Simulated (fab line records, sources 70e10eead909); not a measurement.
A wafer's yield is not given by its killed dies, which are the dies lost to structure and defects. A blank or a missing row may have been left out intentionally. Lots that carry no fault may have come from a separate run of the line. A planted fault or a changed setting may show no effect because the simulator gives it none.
A struck lot beside a sound one | flow nand harc | 14 out of 1159 route steps
Sound: these wafers, L389.3, L389.5, L389.6. Struck: wafers L372.2, L372.6 (left out: L372.1, a lot-mate that was not struck); the cause follows at the end.
Per side, at each step with rows, come the tool, then ch with its chambers, and then its first start. Under that, the readings that differ: sound wafers | struck wafers | difference of the means | sigmas: that difference in standard deviations of wafers without a fault.
alike: words and numbers the same on both sides, and readings whose means are apart by under 2 such deviations; not compared: readings that were withheld, readings missing a value for some wafer, numbers with overlapping values and no deviation given by the record, and bounds like >300 which may hide the same value.
The two part at a step that has a row with sigmas, a row that says differs or no value, or rows on one side only. When numbers do not overlap yet have no deviation, they are printed without sigmas and do not part them. A reading missing from all wafers of one side parts the sides only when that side holds two or more wafers.

NHARC_A_CHANNEL_HOLE_D1_STRIP_27: strips in O2.
  sound on rie diel-07 ch 0,1; struck on rie diel-10 ch 0,1
  reading                     | sound       | struck  | difference | sigmas
  drypump motor current A (A) | 5.1 5.4 5.1 | 6.3 5.9 | +0.9       | +2
  alike: oes product au, rf vpp V, showerhead plenum p Torr, throttle valve pct
  not compared: rf hours counter h
then, 2 steps without rows for these wafers: NHARC_A_CHANNEL_HOLE_D1_PRECLEAN_28 (cleans in SC1); NHARC_A_CHANNEL_HOLE_D1_SRD_29.
NHARC_A_CHANNEL_HOLE_D1_CD_MEAS_30:
  sound on cd sem-02 at day 13 19:24; struck on cd sem-02 at day 9 17:14
  alike: cd nm
NHARC_A_CHANNEL_HOLE_D1_XSEM_31:
  sound on xsem-01 ch 0, day 13 19:29; struck on xsem-01 ch 0, day 9 17:20
  alike: bot cd nm, bow nm, tilt deg
NHARC_A_CHANNEL_HOLE_D1_INSPECT_40:
  sound on defect inspect-01 at day 13 19:35; struck on defect inspect-02 at day 9 17:25
  alike: raw defect count
then, 2 steps without rows for these wafers: NHARC_A_CHANNEL_FILL_D1_PRECLEAN_00 (cleans in SC1); NHARC_A_CHANNEL_FILL_D1_SRD_01.
NHARC_A_CHANNEL_FILL_D1_ALD_02: deposits SiO2, target thk 6 nm, pulse time 10 s, ald cycles 60.
  sound on ald hk-01 ch 0,2,3, day 13 19:55; struck on ald hk-02 ch 1,2, day 9 17:46
  alike: heater power w, precursor pulse height rel
  not compared: ald cycles
then, 1 step without rows for these wafers: NHARC_A_CHANNEL_FILL_D1_ALD_03 (deposits SiNx, target thk 6 nm, pulse time 60 s, ald cycles 58).
NHARC_A_CHANNEL_FILL_D1_ALD_14: deposits SiO2, target thk 2.5 nm, pulse time 10 s, ald cycles 25.
  sound on ald hk-01 ch 0,1,3, day 14 02:51; struck on ald hk-03 ch 0,3, day 10 00:47
  alike: heater power w, precursor pulse height rel
  not compared: ald cycles
NHARC_A_CHANNEL_FILL_D1_ALD_15: deposits SiNx, target thk 2 nm, pulse time 60 s, ald cycles 19.
  sound on ald sin batch-01 ch 0; struck on ald sin batch-03 ch 0
  alike: precursor pulse height rel
  not compared: ald cycles
NHARC_A_CHANNEL_FILL_D1_ALD_16: deposits SiO2, target thk 1.5 nm, pulse time 10 s, ald cycles 15.
  sound on ald hk-02 ch 0,1,2, day 14 07:58; struck on ald hk-01 ch 1,2, day 10 06:00
  reading    | sound    | struck | difference | sigmas
  ald cycles | 15 15 15 | 7 7    | -8         |
  alike: heater power w, precursor pulse height rel
then, 1 step without rows for these wafers: NHARC_A_CHANNEL_FILL_D1_ANNEAL_17 (time 1800 s).

WHERE THEY PART
Within this record, at NHARC_A_CHANNEL_HOLE_D1_STRIP_27 only. Later steps at which nothing parts them and some readings are alike: NHARC_A_CHANNEL_HOLE_D1_CD_MEAS_30, NHARC_A_CHANNEL_HOLE_D1_XSEM_31, NHARC_A_CHANNEL_HOLE_D1_INSPECT_40, NHARC_A_CHANNEL_FILL_D1_ALD_02, NHARC_A_CHANNEL_FILL_D1_ALD_14, NHARC_A_CHANNEL_FILL_D1_ALD_15, NHARC_A_CHANNEL_FILL_D1_ALD_16.

WHY: whatever the simulator had introduced
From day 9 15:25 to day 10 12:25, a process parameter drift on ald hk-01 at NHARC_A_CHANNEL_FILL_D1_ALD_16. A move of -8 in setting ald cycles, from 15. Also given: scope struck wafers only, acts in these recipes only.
